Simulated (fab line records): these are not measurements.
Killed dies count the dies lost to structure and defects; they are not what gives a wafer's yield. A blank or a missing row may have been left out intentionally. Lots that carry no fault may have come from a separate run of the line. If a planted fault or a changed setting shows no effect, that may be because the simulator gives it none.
fab line records	flow nand_harc
record: lots: 6	wafers: 18	last_day: 25
route steps=1159 shown P_GATE@164 END@1159
lots untouched by any fault: they come from a run of this same line in which no faults occurred
start_h: start of the lot's first displayed wafer, in hours after the record's first day	wait_h: hours elapsed since this lot's preceding step	" the same as in the row above	L1.1+2: one row covering several wafers at once	- either no value or no given start	* or withheld: withheld	< > ~ a bound
route shown NAME@n: a module of which the file shows steps, and the number in the route of the first	usual: mean/standard deviation of fault-free wafers	same: alike in all rows	chamber/n: place in a boat	sites: the reading at each site	_std_site: standard deviation of those values	_edge_site: the outer-site mean with the inner-site mean subtracted	radius_mm: for every site, how far away it sits from the centre of the wafer	mask NAME#n: copy n	behind: the most recent tool/chamber to have shaped the wafer	hold: why the lot went on hold/how many hours it stayed there/how the hold came to an end	device: which transistor (n, p or np) failed to switch	end of line: tests of these same wafers at the route's end	a step with no rows: only its recipe	killed: dies that structure and defects cost at the first sort, which is not the same as the wafer's yield	map: shows each die of a wafer: x if killed, . if not, _ if none is there
set.NAME: the setting that was run; set.NAME@STEP: the one run at that earlier step	model.NAME: the simulator's own value behind a step, which no gauge read
lots at selected steps of the route; one table per step, one row per wafer
services: from which hour (start_h, from the record's first day; less than 0 if before it) a tool's chamber was out of use, for how many hours, and why
== steps ==
step: NHARC_P_GATE_COAT_40
recipe: spin_rpm: 3000
step: NHARC_P_GATE_SOFTBAKE_41
recipe: temp_c: 122	time_s: 95
step: NHARC_P_GATE_EBR_42
step: NHARC_P_GATE_EXPOSE_43
recipe: na: 0.6	target_cd_nm: 720	dose_mj: 14.81	mask_id: P_NSD
step: NHARC_P_GATE_PEB_44
recipe: peb_temp_c: 118	peb_time_s: 85
step: NHARC_P_GATE_DEVELOP_45
recipe: time_s: 70
step: NHARC_P_GATE_CD_MEAS_46
recipe: target_cd_nm: 720	landing_energy_ev: 500
usual: cd_nm: 719.4/2.7
lot.wafer	tool	chamber	start_h	wait_h	cd_nm
L947.2	cd_sem-03	0	93.45	-	723.0
L947.4	"	0	"	"	719.0
L947.6	"	0	"	"	719.0
L949.1	cd_sem-03	0	119.21	-	718.8
L949.4	"	0	"	"	716.6
L949.5	"	0	"	"	720.3
L957.1	cd_sem-01	0	166.83	-	716.4
L957.2	"	0	"	"	719.8
L957.6	"	0	"	"	719.6
L964.1	cd_sem-03	0	199.32	-	718.7
L964.3	"	0	"	"	722.0
L964.6	"	0	"	"	719.9
L966.4	cd_sem-03	0	215.25	-	725.3
L966.5	"	0	"	"	721.2
L966.6	"	0	"	"	721.0
L970.2	cd_sem-03	0	234.28	-	720.4
L970.3	"	0	"	"	713.3
L970.6	"	0	"	"	718.3
step: NHARC_P_GATE_HARDBAKE_47
recipe: temp_c: 125	time_s: 80
step: NHARC_P_GATE_DESCUM_48
recipe: time_s: 3	o2_flow_sccm: 200	ar_flow_sccm: 0	bias_power_w: 0	chemistry: O2
step: NHARC_P_GATE_IMPLANT_49
recipe: energy_kev: 30	dose_cm2: 3e+15	tilt_deg: 7
step: NHARC_P_GATE_STRIP_111
recipe: power_w: 1500	temp_c: 110	time_s: 250	chemistry: N2/H2
step: NHARC_P_GATE_STRIP_75
recipe: power_w: 1500	temp_c: 250	chemistry: O2
usual: drypump_motor_current_A: 5.3/0.41	heater_power_w: 341/17	rf_refl_power_W: 22/4.5	temp_c: 249.98/0.17
lot.wafer	tool	chamber	start_h	wait_h	drypump_motor_current_A	heater_power_w	rf_hours_counter_h	rf_refl_power_W	temp_c
L947.2	plasma_asher-02	1	94.38	0.2	5.8	326	28	29	249.74
L947.4	"	0	"	"	4.8	357	-	19	250.14
L947.6	"	1	"	"	5.8	322	-	27	249.90
L949.1	plasma_asher-01	0	120.05	0.2	5.7	352	3	16	250.02
L949.4	"	1	"	"	5.2	326	-	18	249.89
L949.5	"	1	"	"	5.2	329	-	19	250.02
L957.2	plasma_asher-01	1	167.87	0.3	5.2	328	18	19	250.08
L957.1	"	0	"	"	5.7	352	18	17	249.83
L957.6	"	0	"	"	5.7	347	-	17	249.83
L964.1	plasma_asher-01	1	200.21	0.3	5.2	329	32	19	249.74
L964.3	"	1	"	"	5.2	323	-	19	249.88
L964.6	"	0	"	"	5.6	360	-	16	250.00
L966.4	plasma_asher-01	0	216.11	0.1	5.7	345	-	17	250.01
L966.5	"	1	"	"	5.2	319	-	19	250.24
L966.6	"	0	"	"	5.7	348	-	17	249.88
L970.2	plasma_asher-01	1	235.32	0.2	5.2	308	44	19	249.95
L970.3	"	1	"	"	5.2	323	-	20	250.03
L970.6	"	1	"	"	5.2	328	-	20	250.07
step: NHARC_P_GATE_STRIP_50
recipe: time_s: 900	temp_c: 130	chemistry: SPM
usual: temp_c: 130.00/0.15
lot.wafer	tool	chamber	start_h	wait_h	temp_c
L947.4	wet_bench-09	3	94.54	0.1	129.95
L947.6	"	4	"	"	130.11
L947.2	"	5	"	"	130.01
L949.1	wet_bench-06	3	120.20	0.1	129.88
L949.5	"	5	"	"	129.79
L949.4	"	6	"	"	130.02
L957.2	wet_bench-09	5	168.02	0.1	129.97
L957.6	"	6	"	"	130.32
L957.1	"	1	"	"	130.16
L964.1	wet_bench-09	0	200.37	0.2	129.64
L964.3	"	2	"	"	129.98
L964.6	"	3	"	"	129.85
L966.5	wet_bench-06	3	216.24	0.1	130.16
L966.4	"	4	"	"	130.21
L966.6	"	6	"	"	129.96
L970.2	wet_bench-06	7	235.47	0.1	130.39
L970.3	"	1	"	"	129.81
L970.6	"	2	"	"	130.02
step: NHARC_P_GATE_DEHYDRATE_51
recipe: temp_c: 150	time_s: 120
step: NHARC_P_GATE_HMDS_52
recipe: time_s: 30
step: NHARC_P_GATE_COAT_53
recipe: spin_rpm: 3000
step: NHARC_P_GATE_SOFTBAKE_54
recipe: temp_c: 122	time_s: 95
step: NHARC_P_GATE_EBR_55
step: NHARC_P_GATE_EXPOSE_56
recipe: na: 0.6	target_cd_nm: 720	dose_mj: 14.81	mask_id: P_PSD
step: NHARC_P_GATE_PEB_57
recipe: peb_temp_c: 118	peb_time_s: 85
step: NHARC_P_GATE_DEVELOP_58
recipe: time_s: 70
step: NHARC_P_GATE_CD_MEAS_59
recipe: target_cd_nm: 720	landing_energy_ev: 500
usual: cd_nm: 718.1/2.7
lot.wafer	tool	chamber	start_h	wait_h	cd_nm
L947.2	cd_sem-02	0	95.18	-	717.6
L947.4	"	0	"	"	721.0
L947.6	"	0	"	"	719.7
L949.1	cd_sem-02	0	120.84	-	721.6
L949.4	"	0	"	"	718.9
L949.5	"	0	"	"	717.8
L957.1	cd_sem-03	0	168.82	-	718.9
L957.2	"	0	"	"	721.5
L957.6	"	0	"	"	718.6
L964.1	cd_sem-03	0	201.01	-	723.6
L964.3	"	0	"	"	719.7
L964.6	"	0	"	"	719.2
L966.4	cd_sem-02	0	216.88	-	720.5
L966.5	"	0	"	"	722.5
L966.6	"	0	"	"	720.2
L970.2	cd_sem-01	0	236.23	-	723.3
L970.3	"	0	"	"	719.2
L970.6	"	0	"	"	719.1
step: NHARC_P_GATE_HARDBAKE_60
recipe: temp_c: 125	time_s: 80
step: NHARC_P_GATE_DESCUM_61
recipe: time_s: 3	o2_flow_sccm: 200	ar_flow_sccm: 0	bias_power_w: 0	chemistry: O2
step: NHARC_P_GATE_IMPLANT_62
recipe: energy_kev: 20	dose_cm2: 3e+15	tilt_deg: 7
step: NHARC_P_GATE_STRIP_112
recipe: power_w: 1500	temp_c: 110	time_s: 200	chemistry: N2/H2
usual: drypump_motor_current_A: 5.3/0.4	heater_power_w: 91/4.7	rf_refl_power_W: 22/4.6	temp_c: 109.97/0.14
lot.wafer	tool	chamber	start_h	wait_h	drypump_motor_current_A	heater_power_w	rf_hours_counter_h	rf_refl_power_W	temp_c
L947.2	plasma_asher-01	1	95.75	0.2	5.2	82	54	19	109.94
L947.4	"	1	"	"	5.2	80	-	20	109.84
L947.6	"	1	"	"	5.2	82	-	20	109.95
L949.1	plasma_asher-02	1	121.52	0.3	5.7	85	38	30	110.00
L949.4	"	1	"	"	5.8	86	-	29	110.00
L949.5	"	1	"	"	5.8	88	-	29	110.05
L957.1	plasma_asher-01	0	169.39	0.2	5.6	92	18	17	109.63
L957.2	"	1	"	"	5.2	89	18	18	109.99
L957.6	"	0	"	"	5.6	95	-	16	110.08
L964.1	plasma_asher-01	0	201.64	0.3	5.6	94	33	16	109.86
L964.3	"	0	"	"	5.7	94	-	16	109.94
L964.6	"	0	"	"	5.7	95	-	17	110.01
L966.4	plasma_asher-01	0	217.50	0.2	5.7	93	-	16	110.19
L966.6	"	0	"	"	5.7	93	-	16	110.10
L966.5	"	1	"	"	5.2	87	-	19	109.69
L970.2	plasma_asher-02	1	236.81	0.2	5.8	85	16	28	109.80
L970.3	"	0	"	"	4.8	99	-	21	110.33
L970.6	"	1	"	"	5.8	86	-	29	109.85
step: NHARC_P_GATE_STRIP_76
recipe: power_w: 1500	temp_c: 250	chemistry: O2
usual: drypump_motor_current_A: 5.3/0.41	heater_power_w: 341/18	rf_refl_power_W: 22/4.5	temp_c: 249.99/0.18
lot.wafer	tool	chamber	start_h	wait_h	drypump_motor_current_A	heater_power_w	rf_hours_counter_h	rf_refl_power_W	temp_c
L947.2	plasma_asher-01	1	95.98	0.2	5.2	303	54	19	249.90
L947.4	"	1	"	"	5.2	309	-	19	250.15
L947.6	"	1	"	"	5.2	301	-	19	249.95
L949.1	plasma_asher-02	1	121.75	0.2	5.8	337	39	27	249.93
L949.4	"	1	"	"	5.8	325	-	29	250.13
L949.5	"	1	"	"	5.8	340	-	28	249.96
L957.1	plasma_asher-01	0	169.65	0.2	5.7	339	18	17	249.82
L957.2	"	1	"	"	5.2	328	18	19	249.64
L957.6	"	0	"	"	5.6	349	-	16	250.27
L964.1	plasma_asher-01	0	201.87	0.2	5.7	344	33	18	250.09
L964.3	"	0	"	"	5.7	347	-	16	249.75
L964.6	"	0	"	"	5.7	353	-	16	250.04
L966.4	plasma_asher-01	0	217.70	0.2	5.7	351	-	17	250.15
L966.6	"	0	"	"	5.6	355	-	16	250.12
L966.5	"	1	"	"	5.2	329	-	20	249.80
L970.2	plasma_asher-02	1	237.03	0.2	5.8	330	16	27	250.08
L970.3	"	0	"	"	4.8	365	-	20	249.87
L970.6	"	1	"	"	5.8	321	-	29	250.09
step: NHARC_P_GATE_STRIP_63
recipe: time_s: 900	temp_c: 130	chemistry: SPM
step: NHARC_P_GATE_DEHYDRATE_83
recipe: temp_c: 150	time_s: 120
step: NHARC_P_GATE_HMDS_84
recipe: time_s: 30
step: NHARC_P_GATE_COAT_85
recipe: spin_rpm: 3000
step: NHARC_P_GATE_SOFTBAKE_86
recipe: temp_c: 122	time_s: 95
step: NHARC_P_GATE_EBR_87
step: NHARC_P_GATE_EXPOSE_88
recipe: na: 0.6	target_cd_nm: 2000	dose_mj: 11.87	mask_id: P_HVN
step: NHARC_P_GATE_PEB_89
recipe: peb_temp_c: 118	peb_time_s: 85
step: NHARC_P_GATE_DEVELOP_90
recipe: time_s: 70
step: NHARC_P_GATE_CD_MEAS_91
recipe: target_cd_nm: 2000	landing_energy_ev: 500
usual: cd_nm: 1997.2/1.8
lot.wafer	tool	chamber	start_h	wait_h	cd_nm
L947.2	cd_sem-01	0	96.89	-	1997.6
L947.4	"	0	"	"	1996.8
L947.6	"	0	"	"	1998.0
L949.1	cd_sem-01	0	122.66	-	2001.8
L949.4	"	0	"	"	1995.5
L949.5	"	0	"	"	1996.0
L957.1	cd_sem-02	0	170.57	-	1999.5
L957.2	"	0	"	"	1997.6
L957.6	"	0	"	"	1994.0
L964.1	cd_sem-01	0	202.79	-	1998.7
L964.3	"	0	"	"	1996.4
L964.6	"	0	"	"	1998.2
L966.4	cd_sem-01	0	218.48	-	1994.0
L966.5	"	0	"	"	1996.2
L966.6	"	0	"	"	1998.6
L970.2	cd_sem-03	0	237.95	-	1999.5
L970.3	"	0	"	"	1996.7
L970.6	"	0	"	"	1995.7
step: NHARC_P_GATE_HARDBAKE_92
recipe: temp_c: 125	time_s: 80
step: NHARC_P_GATE_DESCUM_93
recipe: time_s: 3	o2_flow_sccm: 200	ar_flow_sccm: 0	bias_power_w: 0	chemistry: O2
usual: drypump_motor_current_A: 5.6/0.55	oes_product_au: 1.005/0.019	rf_vpp_V: 57.7/0.94	showerhead_plenum_p_Torr: 1.91/0.073	throttle_valve_pct: 11.311/0.0092
lot.wafer	tool	chamber	start_h	wait_h	drypump_motor_current_A	oes_product_au	rf_hours_counter_h	rf_vpp_V	showerhead_plenum_p_Torr	throttle_valve_pct
L947.2	rie_diel-10	1	97.07	-	6.7	1.038	20	58.5	1.88	11.320
L947.4	"	2	"	"	5.3	1.019	-	58.4	1.79	11.296
L947.6	"	1	"	"	6.7	1.036	-	57.1	1.88	11.290
L949.1	rie_diel-03	0	122.84	-	5.1	1.005	25	57.6	1.92	11.306
L949.4	"	1	"	"	4.9	0.993	25	57.6	1.97	11.311
L949.5	"	2	"	"	5.2	1.019	-	58.5	1.99	11.304
L957.2	rie_diel-10	0	170.74	-	5.2	1.005	31	57.6	1.98	11.323
L957.1	"	1	"	"	6.7	1.031	33	57.3	1.88	11.302
L957.6	"	0	"	"	5.3	1.002	-	57.3	1.98	11.296
L964.3	rie_diel-03	2	202.97	-	5.2	0.997	57	57.3	1.98	11.311
L964.1	"	3	"	"	6.1	1.021	46	58.4	1.90	11.330
L964.6	"	2	"	"	5.2	1.015	-	58.8	1.98	11.321
L966.4	rie_diel-12	0	218.69	-	5.6	0.963	2	56.9	1.97	11.314
L966.6	"	1	"	"	5.9	1.001	-	55.9	1.85	11.307
L966.5	"	2	"	"	6.1	0.975	-	57.9	2.02	11.313
L970.3	rie_diel-12	3	238.13	-	5.3	1.005	8	58.4	1.96	11.320
L970.2	"	0	"	"	5.6	0.979	9	58.1	1.97	11.312
L970.6	"	1	"	"	5.8	0.996	-	57.0	1.85	11.304
step: NHARC_P_GATE_IMPLANT_94
recipe: energy_kev: 60	dose_cm2: 2e+15	tilt_deg: 7
step: NHARC_P_GATE_STRIP_113
recipe: power_w: 1500	temp_c: 110	time_s: 740	chemistry: N2/H2
usual: drypump_motor_current_A: 5.3/0.42	heater_power_w: 91/4.4	rf_refl_power_W: 22/4.5	temp_c: 110.01/0.13
lot.wafer	tool	chamber	start_h	wait_h	drypump_motor_current_A	heater_power_w	rf_hours_counter_h	rf_refl_power_W	temp_c
L947.2	plasma_asher-02	1	97.61	0.3	5.7	90	29	30	109.97
L947.4	"	0	"	"	4.8	94	-	20	110.00
L947.6	"	0	"	"	4.8	95	-	20	109.79
L949.1	plasma_asher-01	1	123.39	0.4	5.2	88	4	19	109.88
L949.4	"	1	"	"	5.2	87	-	19	109.95
L949.5	"	0	"	"	5.7	94	-	16	110.01
L957.1	plasma_asher-02	0	171.10	0.2	4.8	97	56	20	109.87
L957.2	"	1	"	"	5.8	89	56	28	109.99
L957.6	"	0	"	"	4.8	93	-	20	110.15
L964.1	plasma_asher-02	1	203.52	0.4	5.8	87	4	28	109.97
L964.3	"	1	"	"	5.8	85	-	29	110.08
L964.6	"	1	"	"	5.8	86	-	28	109.90
L966.4	plasma_asher-01	0	219.27	0.3	5.6	97	-	17	109.92
L966.5	"	0	"	"	5.7	93	-	17	109.98
L966.6	"	1	"	"	5.2	87	-	19	109.99
L970.2	plasma_asher-02	1	238.66	0.3	5.7	88	16	28	110.20
L970.3	"	1	"	"	5.7	87	-	27	109.93
L970.6	"	1	"	"	5.8	86	-	28	110.17
step: NHARC_P_GATE_STRIP_95
recipe: power_w: 1500	temp_c: 250	chemistry: O2
step: NHARC_P_GATE_INSPECT_68
usual: raw_defect_count: 221/84
lot.wafer	tool	chamber	start_h	wait_h	raw_defect_count
L947.2	defect_inspect-02	-	100.12	0.1	208
L947.4	"	-	"	"	127
L947.6	"	-	"	"	317
L949.1	defect_inspect-01	-	125.81	0.2	162
L949.4	"	-	"	"	128
L949.5	"	-	"	"	192
L957.1	defect_inspect-02	-	173.65	0.2	594
L957.2	"	-	"	"	631
L957.6	"	-	"	"	644
L964.1	defect_inspect-02	-	206.07	0.2	569
L964.3	"	-	"	"	442
L964.6	"	-	"	"	579
L966.4	defect_inspect-01	-	222.68	0.1	150
L966.5	"	-	"	"	133
L966.6	"	-	"	"	133
L970.2	defect_inspect-01	-	241.07	0.1	282
L970.3	"	-	"	"	181
L970.6	"	-	"	"	208
step: NHARC_END_SORT_01
recipe: temp_c: 25
usual: killed_at_array: 28/11	killed_at_other: 0.5/0.87	killed_at_periphery: 2.9/2.2	killed_dies: 32/11	killed_open: 3.2/1.9	killed_short: 1.8/1.4
same: gross_dies: 677
lot.wafer	tool	chamber	start_h	wait_h	killed_at_array	killed_at_other	killed_at_periphery	killed_dies	killed_open	killed_short
L957.1	prober-02	0	499.08	2.5	22	1	30	53	7	2
L957.2	prober-02	0	499.88	2.8	14	0	39	53	3	3
L957.6	prober-02	0	503.07	4.0	20	0	76	96	6	3
L964.1	prober-01	0	558.58	2.5	29	0	77	106	3	3
L964.3	prober-01	0	560.17	3.1	39	0	50	89	3	0
L964.6	prober-01	0	562.55	4.0	28	0	62	90	0	0
killed by level:class
L957.1 P_GATE:unspecified=28 A_CONTACT:chamber_film_flake=6 A_CHANNEL_HOLE_D1:chamber_film_flake=5 P_CONTACT:geometric_particle:short=2 A_SLIT:geometric_particle:open=2 A_STAIRCASE:chamber_film_flake=2 A_CHANNEL_HOLE_D1:geometric_particle:open=1 A_CHANNEL_FILL_D1:geometric_particle:open=1
L957.2 P_GATE:unspecified=37 A_WL_FILL:chamber_film_flake=4 P_GATE:geometric_particle:open=2 A_WL_FILL:geometric_particle:short=2 A_STAIRCASE:chamber_film_flake=2 A_CONTACT:chamber_film_flake=2 A_SOURCE_PLATE:geometric_particle:open=1 A_CHANNEL_FILL_D1:geometric_particle:short=1
L957.6 P_GATE:unspecified=72 A_CHANNEL_HOLE_D1:chamber_film_flake=7 A_CONTACT:chamber_film_flake=3 A_ONON_D1:geometric_particle:short=2 P_ZERO_WELL:chamber_film_flake=2 A_WL_FILL:chamber_film_flake=2 P_GATE:geometric_particle:open=1 P_M0:geometric_particle:open=1
L964.1 P_GATE:unspecified=74 A_SLIT:chamber_film_flake=15 A_CHANNEL_HOLE_D1:chamber_film_flake=6 A_CONTACT:chamber_film_flake=3 A_WL_FILL:geometric_particle:short=2 P_CONTACT:geometric_particle:open=1 P_M2:geometric_particle:open=1 A_CHANNEL_FILL_D1:geometric_particle:short=1
L964.3 P_GATE:unspecified=48 A_SLIT:chamber_film_flake=20 A_CHANNEL_HOLE_D1:chamber_film_flake=10 A_CONTACT:chamber_film_flake=4 A_STAIRCASE:chamber_film_flake=2 A_WL_FILL:chamber_film_flake=2 P_CONTACT:geometric_particle:open=1 P_M0:geometric_particle:open=1
L964.6 P_GATE:unspecified=59 A_SLIT:chamber_film_flake=17 A_CHANNEL_HOLE_D1:chamber_film_flake=6 A_STAIRCASE:chamber_film_flake=3 P_STI:chamber_film_flake=2 A_WL_FILL:chamber_film_flake=2 P_GATE:chamber_film_flake=1
map L957.6 (x killed, . not)
____________.____________
_________......._________
_______..........._______
______.............______
_____..............._____
____............x....____
____.................____
___...................___
___...................___
__.................x...__
__.....................__
_........x.............._
_......................._
_......................._
_..................x.x.._
_......................._
.........................
.........................
....x..x....x............
..x.....................x
.......x..x.xx..x........
_..........x............_
_...............x......._
_.x.........x..xxxxx.x.._
_...........x.xxxxxxx..._
_.............xxxxxx...._
__.........x.xxxxxxxxx.__
__..........xxxxxxxxxx.__
___.........xxxxxxxxx.___
___.........x.xxxxxxx.___
____.x..x......xxxxxx____
____.........xxxxxxxx____
_____...........x.x._____
______...........xx______
_______..........._______
_________......._________
____________.____________
map L964.1 (x killed, . not)
____________.____________
_________......._________
_______..x........_______
______.............______
_____..............._____
____.................____
____.................____
___...................___
___...................___
__..x..................__
__.....................__
_.x....................._
_......................._
_x....x........x........_
_.....xx................_
_.....xx.x.............._
....x.xxxxx..............
....xxxxxx...x...........
.xxxxxxxxxx.xx...........
..xxxxxxxxx..............
...xxxxxxxx.xx..........x
_..xxxxxxxxx............_
_.x.xxxxxx..x.x........._
_x..xxxxxx..xxxx........_
_x...xx.xx..xx.........._
_...xxx.x.x....x........_
__...xx....x...........__
__.....................__
___...x...............___
___...................___
____...x.............____
____...x.............____
_____..............._____
______.............______
_______.....x....._______
_________.....x._________
____________.____________
== services ==
tool	chamber	start_h	hours	kind
rie_diel-10	0	95.88	4.9	repair
rie_diel-10	3	97.00	3.0	repair
plasma_asher-01	-	99.29	9.0	pm
plasma_asher-01	0	99.29	9.0	vent_cycle
plasma_asher-01	1	99.29	9.0	vent_cycle
rie_diel-12	0	102.75	2.9	repair
plasma_asher-01	0	108.29	-	clean
plasma_asher-01	1	108.29	-	clean
wet_bench-09	-	112.80	8.0	pm
wet_bench-09	0	120.80	-	consumable_replace:bath
wet_bench-09	0	120.80	-	consumable_replace:filter
rie_diel-03	1	138.98	11.3	repair
rie_diel-12	2	143.75	1.7	repair
wet_bench-06	-	157.59	8.0	pm
rie_diel-10	-	176.51	9.0	pm
plasma_asher-02	-	183.00	9.0	pm
plasma_asher-02	0	183.00	9.0	vent_cycle
plasma_asher-02	1	183.00	9.0	vent_cycle
plasma_asher-02	0	192.00	-	clean
plasma_asher-02	1	192.00	-	clean
rie_diel-12	-	197.12	5.7	repair
rie_diel-12	-	202.83	9.0	pm
rie_diel-03	-	215.38	9.0	pm
wet_bench-06	-	238.67	1.0	repair
== key ==
first_sign: step: NHARC_P_GATE_INSPECT_68	reading: raw_defect_count	direction: up	sigmas: 4.2	usual: 221	struck: 576
effect: step: NHARC_END_SORT_01	reading: killed_at_periphery	direction: up	sigmas: 24	usual: 2.9	struck: 55.7
more_kills_born_at: NHARC_P_GATE_STRIP_50@wet_bench-09: 318
met_at NHARC_P_GATE_STRIP_50
struck_wafers L957.1,L957.2,L957.6,L964.1,L964.3,L964.6
tester_left_out L957,L964
onset_between 94.54 168.02
fault: kind: chamber_particle_source	tool: wet_bench-09	chamber: -	onset_h: 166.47	steps: NHARC_P_GATE_STRIP_50	rate_per_visit_cm2: 0.48992	end_h: 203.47
tester_left_out: of these lots the tester's yield and bins aren't shown, on N5 and GAA mostly nor the transistor test; their killed dies are dies lost to structure and defects alone, not to doping, threshold or leakage, so they don't give the yield
